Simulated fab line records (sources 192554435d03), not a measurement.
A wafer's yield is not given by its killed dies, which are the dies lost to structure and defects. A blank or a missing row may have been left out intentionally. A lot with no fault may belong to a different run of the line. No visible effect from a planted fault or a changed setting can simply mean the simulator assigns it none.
Split-lot trial ; flow n5_finfet ; on a route of 1938 steps: 7 lots, 21 wafers read

## THE SPLIT ITSELF
At N5_BEOL_M7_ETCH_66 (etches SOC in N2/H2, target depth 80 nm, overetch 16 nm, time 120 s), the setting bias_w was moved away from the recipe's 150 W on 6 of the 21 wafers read, by -16.8% to +9.5%. The other wafers ran this setting at the recipe's value.

The reading comes from the split's own step.

## THE READING
rf_vpp_V, in V, at N5_BEOL_M7_ETCH_66 (etches SOC in N2/H2, target depth 80 nm, overetch 16 nm, time 120 s). On this fab line, fault-free wafers typically give 523.9 V with a standard deviation of 2.8 V.

wafer;tool, chamber at the split;bias_w as run, W;against the recipe;rf_vpp_V, V;against lot-mates on the recipe
L077.1;rie_diel-03, 2;164.3;+9.5%;558.4;+34.4
L077.2;rie_diel-03, 0;164.3;+9.5%;550.4;+26.4
L077.6;rie_diel-03, 3;150;recipe;524.0;-
L076.1;rie_diel-03, 3;150;recipe;521.9;-
L076.3;rie_diel-03, 2;150;recipe;524.8;-
L076.5;rie_diel-03, 3;150;recipe;523.1;-
L082.2;rie_diel-04, 2;150;recipe;520.6;-
L082.3;rie_diel-04, 3;150;recipe;526.2;-
L082.5;rie_diel-04, 0;150;recipe;522.7;-
L079.4;rie_diel-03, 0;128.6;-14.3%;473.3;-50.6
L079.5;rie_diel-03, 0;128.6;-14.3%;471.8;-52.1
L079.6;rie_diel-03, 1;150;recipe;523.9;-
L081.1;rie_diel-04, 2;150;recipe;519.6;-
L081.5;rie_diel-04, 2;135.7;-9.5%;487.3;-35.4
L081.6;rie_diel-04, 1;150;recipe;525.9;-
L087.1;rie_diel-04, 0;150;recipe;523.0;-
L087.2;rie_diel-04, 2;150;recipe;519.9;-
L087.4;rie_diel-04, 3;150;recipe;526.2;-
L086.1;rie_diel-05, 3;150;recipe;523.1;-
L086.2;rie_diel-05, 1;150;recipe;527.8;-
L086.4;rie_diel-05, 2;124.8;-16.8%;469.2;-56.3

FIT RESULTS
A straight line over all 21 wafers: rf_vpp_V changes by +3.42 V for each +1% of bias_w; r = +0.99; the points scatter about the line by 2.8 V.
The same after taking each lot's own level away (the mean of its wafers on the recipe; 21 wafers): +3.44 V for each +1%; r = +0.99; scatter 2.6 V.
According to that fit, moving bias_w by its largest amount changes the reading by 58 V.
Measured against the standard deviation above, the lots' own levels, which go from 522.75 to 525.45 V, span 1.0 times it.
Hence the lot-to-lot level has little effect on the slope; both slopes agree.
Check: with one of the wafers moved furthest among these (-16.8%) left out of the fit, the line predicts -59.2 V for it against its lot-mates. It came out at -56.3 V against them.
Tool readings at the split's step, against how far the setting was moved: rf_vpp_V r = +0.99.

## OTHER SPLITS ON THESE WAFERS
Other splits were also applied to these wafers ahead of the reading. Each is held against what the fit with the lots' levels taken away leaves over:
other split on the same wafers;wafers away from the commonest value;r with rf_vpp_V (lot level and that fit taken away)
N5_BEOL_M5_COAT_22 spin_rpm;9;+0.23
N5_BEOL_M5_TRENCH_ETCH_37 bias_w;5;-0.24
N5_BEOL_M5_ETCH_41 source_w;6;+0.17
N5_BEOL_M6_COAT_22 spin_rpm;8;-0.03
N5_BEOL_M6_EXPOSE_25 dose_mj;8;-0.44

## THE WHOLE CHAIN: every reading that the file lists as answering this split, in the file's order
step;what it does;reading;change (the file's fit);r (the file's)
N5_BEOL_M7_ETCH_66;etches SOC in N2/H2, target depth 80 nm, overetch 16 nm, time 120 s;rf_vpp_V;+3.45 V for each +1% of the setting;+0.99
N5_BEOL_M7_ETCH_66;etches SOC in N2/H2, target depth 80 nm, overetch 16 nm, time 120 s;SiARC_of_BEOL_M7_COAT_64.thk_nm (the simulator's own value, which no gauge read);-0.0748 nm for each +1% of the setting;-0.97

## THE FILE'S OWN FIT
rf_vpp_V changes by +3.45 V for each +1% of bias_w, r = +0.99.
